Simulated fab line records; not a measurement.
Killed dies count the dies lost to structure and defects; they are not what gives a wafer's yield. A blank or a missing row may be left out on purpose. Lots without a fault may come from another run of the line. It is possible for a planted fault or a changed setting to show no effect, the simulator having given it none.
Chamber matching :: flow n5Finfet :: 4 sister chambers for N5_BEOL_M13_ETCH_59 on rieDiel-01
The step etches BARC in N2/H2, target depth 89 nm, overetch 26.7 nm, time 67.9 s. 16 wafers are shown with their chamber, then 8 later ones without.

EACH WAFER AND ITS CHAMBER
wafer: L074.1
chamber: 1
drypumpMotorCurrentA (A): 5.46
showerheadPlenumPTorr (Torr): 2.60
throttleValvePct (%): 17.39

wafer: L074.2
chamber: 2
drypumpMotorCurrentA (A): 5.76
showerheadPlenumPTorr (Torr): 2.60
throttleValvePct (%): 18.29

wafer: L074.5
chamber: 2
drypumpMotorCurrentA (A): 5.77
showerheadPlenumPTorr (Torr): 2.60
throttleValvePct (%): 18.29

wafer: L077.2
chamber: 0
drypumpMotorCurrentA (A): 5.43
showerheadPlenumPTorr (Torr): 2.43
throttleValvePct (%): 17.95

wafer: L077.3
chamber: 3
drypumpMotorCurrentA (A): 5.16
showerheadPlenumPTorr (Torr): 2.56
throttleValvePct (%): 17.94

wafer: L077.5
chamber: 0
drypumpMotorCurrentA (A): 5.40
showerheadPlenumPTorr (Torr): 2.43
throttleValvePct (%): 17.94

wafer: L080.4
chamber: 3
drypumpMotorCurrentA (A): 5.17
showerheadPlenumPTorr (Torr): 2.56
throttleValvePct (%): 17.96

wafer: L080.5
chamber: 3
drypumpMotorCurrentA (A): 5.18
showerheadPlenumPTorr (Torr): 2.56
throttleValvePct (%): 17.95

wafer: L080.6
chamber: 0
drypumpMotorCurrentA (A): 5.40
showerheadPlenumPTorr (Torr): 2.42
throttleValvePct (%): 17.97

wafer: L088.1
chamber: 3
drypumpMotorCurrentA (A): 5.15
showerheadPlenumPTorr (Torr): 2.55
throttleValvePct (%): 17.98

wafer: L088.4
chamber: 0
drypumpMotorCurrentA (A): 5.41
showerheadPlenumPTorr (Torr): 2.41
throttleValvePct (%): 18.00

wafer: L088.5
chamber: 3
drypumpMotorCurrentA (A): 5.15
showerheadPlenumPTorr (Torr): 2.55
throttleValvePct (%): 17.97

wafer: L091.1
chamber: 1
drypumpMotorCurrentA (A): 5.49
showerheadPlenumPTorr (Torr): 2.59
throttleValvePct (%): 17.44

wafer: L091.4
chamber: 2
drypumpMotorCurrentA (A): 5.73
showerheadPlenumPTorr (Torr): 2.58
throttleValvePct (%): 17.92

wafer: L091.5
chamber: 0
drypumpMotorCurrentA (A): 5.43
showerheadPlenumPTorr (Torr): 2.41
throttleValvePct (%): 18.01

wafer: L094.1
chamber: 3
drypumpMotorCurrentA (A): 5.17
showerheadPlenumPTorr (Torr): 2.55
throttleValvePct (%): 18.01

SIGNATURES (averages over the wafers above)
reading: drypumpMotorCurrentA
chamber 0: 5.4140
chamber 1: 5.4750
chamber 2: 5.7533
chamber 3: 5.1633
scatter within a chamber: 0.0157

reading: showerheadPlenumPTorr
chamber 0: 2.4200
chamber 1: 2.5950
chamber 2: 2.5933
chamber 3: 2.5550
scatter within a chamber: 0.0085

reading: throttleValvePct
chamber 0: 17.9740
chamber 1: 17.4150
chamber 2: 18.1667
chamber 3: 17.9683
scatter within a chamber: 0.091
Rule: a wafer's distance from a chamber is the root of the sum, over the readings, of the square of ((its reading less the chamber's mean) divided by the reading's scatter). If the next closest chamber is less than 2 further off than the closest, the wafer can't be placed; otherwise it belongs to the closest. The scatter: the root of (the sum of the squares of (reading less its chamber's mean) over the shown wafers, divided by (wafers less chambers)).

WAFERS WITHOUT THEIR CHAMBER
wafer: L094.2
drypumpMotorCurrentA (A): 5.47
showerheadPlenumPTorr (Torr): 2.58
throttleValvePct (%): 17.45

wafer: L094.6
drypumpMotorCurrentA (A): 5.43
showerheadPlenumPTorr (Torr): 2.41
throttleValvePct (%): 18.03

wafer: L097.1
drypumpMotorCurrentA (A): 5.16
showerheadPlenumPTorr (Torr): 2.55
throttleValvePct (%): 18.00

wafer: L097.2
drypumpMotorCurrentA (A): 5.48
showerheadPlenumPTorr (Torr): 2.58
throttleValvePct (%): 17.44

wafer: L097.3
drypumpMotorCurrentA (A): 5.81
showerheadPlenumPTorr (Torr): 2.58
throttleValvePct (%): 17.92

wafer: L095.3
drypumpMotorCurrentA (A): 5.80
showerheadPlenumPTorr (Torr): 2.58
throttleValvePct (%): 17.91

wafer: L095.5
drypumpMotorCurrentA (A): 5.15
showerheadPlenumPTorr (Torr): 2.55
throttleValvePct (%): 18.02

wafer: L095.6
drypumpMotorCurrentA (A): 5.76
showerheadPlenumPTorr (Torr): 2.58
throttleValvePct (%): 17.92

WHICH CHAMBER EACH WENT THROUGH
wafer: L094.2
from the rows above: 1
in truth: 1

wafer: L094.6
from the rows above: 0
in truth: 0

wafer: L097.1
from the rows above: 3
in truth: 3

wafer: L097.2
from the rows above: 1
in truth: 1

wafer: L097.3
from the rows above: 2
in truth: 2

wafer: L095.3
from the rows above: 2
in truth: 2

wafer: L095.5
from the rows above: 3
in truth: 3

wafer: L095.6
from the rows above: 2
in truth: 2
8 of 8 placed correctly. Number that these rows cannot place: 0. Wrongly placed: 0.
